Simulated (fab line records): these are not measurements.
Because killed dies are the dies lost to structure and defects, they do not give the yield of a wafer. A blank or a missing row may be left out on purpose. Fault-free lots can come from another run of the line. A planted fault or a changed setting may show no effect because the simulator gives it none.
Split-lot trial / flow n5-finfet / on a route of 1938 steps: 7 lots, 21 wafers read

## ON THE SPLIT
At N5_GATE_CUT_DESCUM_18 (chemistry O2, time 7 s), the setting time-s was moved away from the recipe's 7 s on 8 of the 21 wafers read, by -19.5% to +21.3%. This setting was run at the recipe's value on the other wafers.

## FROM THE SPLIT ON TO THE READING: in between, the file shows 1 step
- N5_GATE_CUT_ETCH_28: etches underlayer in N2/H2, target depth 13 nm, time 10.4 s

## THE READING
CAR-EUV_of_GATE_CUT_COAT_07.thk-nm (the simulator's own value, which no gauge read), in nm, at N5_GATE_CUT_ETCH_36 (etches SiARC in CF4, target depth 13 nm, time 21.7 s). There is no usual value for it anywhere in the file. Here, 13 wafers ran the recipe; their average is 7.1 nm with a standard deviation of 0.097 nm.

wafer=L074.1; tool, chamber at the split=rie-diel-05, 3,1; time-s as run, s=5.632; against the recipe=-19.5%; CAR-EUV_of_GATE_CUT_COAT_07.thk-nm, nm=7.8; against lot-mates on the recipe=+0.6
wafer=L074.5; tool, chamber at the split=rie-diel-05, 3,1; time-s as run, s=5.632; against the recipe=-19.5%; CAR-EUV_of_GATE_CUT_COAT_07.thk-nm, nm=7.8; against lot-mates on the recipe=+0.6
wafer=L074.3; tool, chamber at the split=rie-diel-05, 0; time-s as run, s=7; against the recipe=recipe; CAR-EUV_of_GATE_CUT_COAT_07.thk-nm, nm=7.2; against lot-mates on the recipe=-
wafer=L076.1; tool, chamber at the split=rie-diel-03, 1; time-s as run, s=7; against the recipe=recipe; CAR-EUV_of_GATE_CUT_COAT_07.thk-nm, nm=7; against lot-mates on the recipe=-
wafer=L076.4; tool, chamber at the split=rie-diel-03, 2; time-s as run, s=7; against the recipe=recipe; CAR-EUV_of_GATE_CUT_COAT_07.thk-nm, nm=7; against lot-mates on the recipe=-
wafer=L076.6; tool, chamber at the split=rie-diel-03, 1; time-s as run, s=7; against the recipe=recipe; CAR-EUV_of_GATE_CUT_COAT_07.thk-nm, nm=7.2; against lot-mates on the recipe=-
wafer=L077.1; tool, chamber at the split=rie-diel-05, 1; time-s as run, s=8.49; against the recipe=+21.3%; CAR-EUV_of_GATE_CUT_COAT_07.thk-nm, nm=6.2; against lot-mates on the recipe=-0.8
wafer=L077.2; tool, chamber at the split=rie-diel-05, 2; time-s as run, s=8.49; against the recipe=+21.3%; CAR-EUV_of_GATE_CUT_COAT_07.thk-nm, nm=6.2; against lot-mates on the recipe=-0.8
wafer=L077.4; tool, chamber at the split=rie-diel-05, 0; time-s as run, s=7; against the recipe=recipe; CAR-EUV_of_GATE_CUT_COAT_07.thk-nm, nm=7; against lot-mates on the recipe=-
wafer=L079.1; tool, chamber at the split=rie-diel-05, 0; time-s as run, s=6.016; against the recipe=-14.1%; CAR-EUV_of_GATE_CUT_COAT_07.thk-nm, nm=7.4; against lot-mates on the recipe=+0.3
wafer=L079.2; tool, chamber at the split=rie-diel-05, 1; time-s as run, s=7; against the recipe=recipe; CAR-EUV_of_GATE_CUT_COAT_07.thk-nm, nm=7.2; against lot-mates on the recipe=-
wafer=L079.6; tool, chamber at the split=rie-diel-05, 0; time-s as run, s=7; against the recipe=recipe; CAR-EUV_of_GATE_CUT_COAT_07.thk-nm, nm=7; against lot-mates on the recipe=-
wafer=L083.1; tool, chamber at the split=rie-diel-03, 1; time-s as run, s=6.12; against the recipe=-12.6%; CAR-EUV_of_GATE_CUT_COAT_07.thk-nm, nm=7.6; against lot-mates on the recipe=+0.4
wafer=L083.5; tool, chamber at the split=rie-diel-03, 1; time-s as run, s=6.12; against the recipe=-12.6%; CAR-EUV_of_GATE_CUT_COAT_07.thk-nm, nm=7.6; against lot-mates on the recipe=+0.4
wafer=L083.2; tool, chamber at the split=rie-diel-03, 2; time-s as run, s=7; against the recipe=recipe; CAR-EUV_of_GATE_CUT_COAT_07.thk-nm, nm=7.2; against lot-mates on the recipe=-
wafer=L086.2; tool, chamber at the split=rie-diel-05, 0; time-s as run, s=7; against the recipe=recipe; CAR-EUV_of_GATE_CUT_COAT_07.thk-nm, nm=7; against lot-mates on the recipe=-
wafer=L086.3; tool, chamber at the split=rie-diel-05, 3,1; time-s as run, s=7; against the recipe=recipe; CAR-EUV_of_GATE_CUT_COAT_07.thk-nm, nm=7; against lot-mates on the recipe=-
wafer=L086.6; tool, chamber at the split=rie-diel-05, 3,1; time-s as run, s=7; against the recipe=recipe; CAR-EUV_of_GATE_CUT_COAT_07.thk-nm, nm=7.2; against lot-mates on the recipe=-
wafer=L087.1; tool, chamber at the split=rie-diel-02, 1; time-s as run, s=8.374; against the recipe=+19.6%; CAR-EUV_of_GATE_CUT_COAT_07.thk-nm, nm=6.2; against lot-mates on the recipe=-0.8
wafer=L087.3; tool, chamber at the split=rie-diel-02, 2; time-s as run, s=7; against the recipe=recipe; CAR-EUV_of_GATE_CUT_COAT_07.thk-nm, nm=7; against lot-mates on the recipe=-
wafer=L087.6; tool, chamber at the split=rie-diel-02, 2; time-s as run, s=7; against the recipe=recipe; CAR-EUV_of_GATE_CUT_COAT_07.thk-nm, nm=7; against lot-mates on the recipe=-
The file does not say which wafer passed through which chamber wherever a row lists several chambers: such a row stands for several wafers.

THE FIT
A straight line over all 21 wafers: CAR-EUV_of_GATE_CUT_COAT_07.thk-nm changes by -0.0393 nm for each +1% of time-s; r = -0.98; the points scatter about the line by 0.099 nm.
The same after taking each lot's own level away (the mean of its wafers on the recipe; 21 wafers): -0.0342 nm for each +1%; r = -0.98; scatter 0.081 nm.
On that fit, the largest move of time-s shifts the reading by 0.73 nm.
The lots' own levels span 7.00 to 7.20 nm, that is 2.1 times the standard deviation above.
So the lot-to-lot level changes the slope: the two fits differ.
Check: with one of the wafers moved furthest among these (+21.3%) left out of the fit, the line predicts -0.748 nm for it against its lot-mates. Against them it came out at -0.8 nm.

## ADDITIONAL SPLITS CARRIED BY THESE WAFERS
Note: prior to the reading, these wafers also went through further splits. Each is held against what the fit with the lots' levels taken away leaves over:
other split on the same wafers=N5_PMOS_HMC_CHANNEL_EPI_COAT_31 spin-rpm; wafers away from the commonest value=6; r with CAR-EUV_of_GATE_CUT_COAT_07.thk-nm (lot level and that fit taken away)=+0.02
other split on the same wafers=N5_PMOS_HMC_CHANNEL_EPI_COAT_03 spin-rpm; wafers away from the commonest value=6; r with CAR-EUV_of_GATE_CUT_COAT_07.thk-nm (lot level and that fit taken away)=-0.29
other split on the same wafers=N5_FIN_SAQP_ETCH_65 time-s; wafers away from the commonest value=10; r with CAR-EUV_of_GATE_CUT_COAT_07.thk-nm (lot level and that fit taken away)=+0.04
other split on the same wafers=N5_DUMMY_GATE_COAT_28 spin-rpm; wafers away from the commonest value=8; r with CAR-EUV_of_GATE_CUT_COAT_07.thk-nm (lot level and that fit taken away)=+0.07
other split on the same wafers=N5_SPACER0_ALD_00 ald-cycles; wafers away from the commonest value=7; r with CAR-EUV_of_GATE_CUT_COAT_07.thk-nm (lot level and that fit taken away)=-0.06
other split on the same wafers=N5_SD_EPI_P_ETCH_16 target-depth-a; wafers away from the commonest value=5; r with CAR-EUV_of_GATE_CUT_COAT_07.thk-nm (lot level and that fit taken away)=-0.20
other split on the same wafers=N5_SD_EPI_P_EPI_21 epi-growth-time-s; wafers away from the commonest value=11; r with CAR-EUV_of_GATE_CUT_COAT_07.thk-nm (lot level and that fit taken away)=+0.27
other split on the same wafers=N5_HKMG_FIN_HK_ALD_01 ald-cycles; wafers away from the commonest value=6; r with CAR-EUV_of_GATE_CUT_COAT_07.thk-nm (lot level and that fit taken away)=+0.35
other split on the same wafers=N5_GATE_CUT_EXPOSE_10 dose-mj; wafers away from the commonest value=5; r with CAR-EUV_of_GATE_CUT_COAT_07.thk-nm (lot level and that fit taken away)=-0.26

## THE WHOLE CHAIN: every reading that the file lists as answering this split, in the file's order
step=N5_GATE_CUT_DESCUM_18; what it does=chemistry O2, time 7 s; reading=CAR-EUV_of_GATE_CUT_COAT_07.thk-nm (the simulator's own value, which no gauge read); change (the file's fit)=-0.03 nm for each +1% of the setting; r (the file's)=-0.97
step=N5_GATE_CUT_ETCH_28; what it does=etches underlayer in N2/H2, target depth 13 nm, time 10.4 s; reading=CAR-EUV_of_GATE_CUT_COAT_07.thk-nm (the simulator's own value, which no gauge read); change (the file's fit)=-0.0347 nm for each +1% of the setting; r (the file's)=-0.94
step=N5_GATE_CUT_ETCH_36; what it does=etches SiARC in CF4, target depth 13 nm, time 21.7 s; reading=CAR-EUV_of_GATE_CUT_COAT_07.thk-nm (the simulator's own value, which no gauge read); change (the file's fit)=-0.0341 nm for each +1% of the setting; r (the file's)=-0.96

## FILE'S OWN FIT
CAR-EUV_of_GATE_CUT_COAT_07.thk-nm changes by -0.0341 nm for each +1% of time-s, r = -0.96.
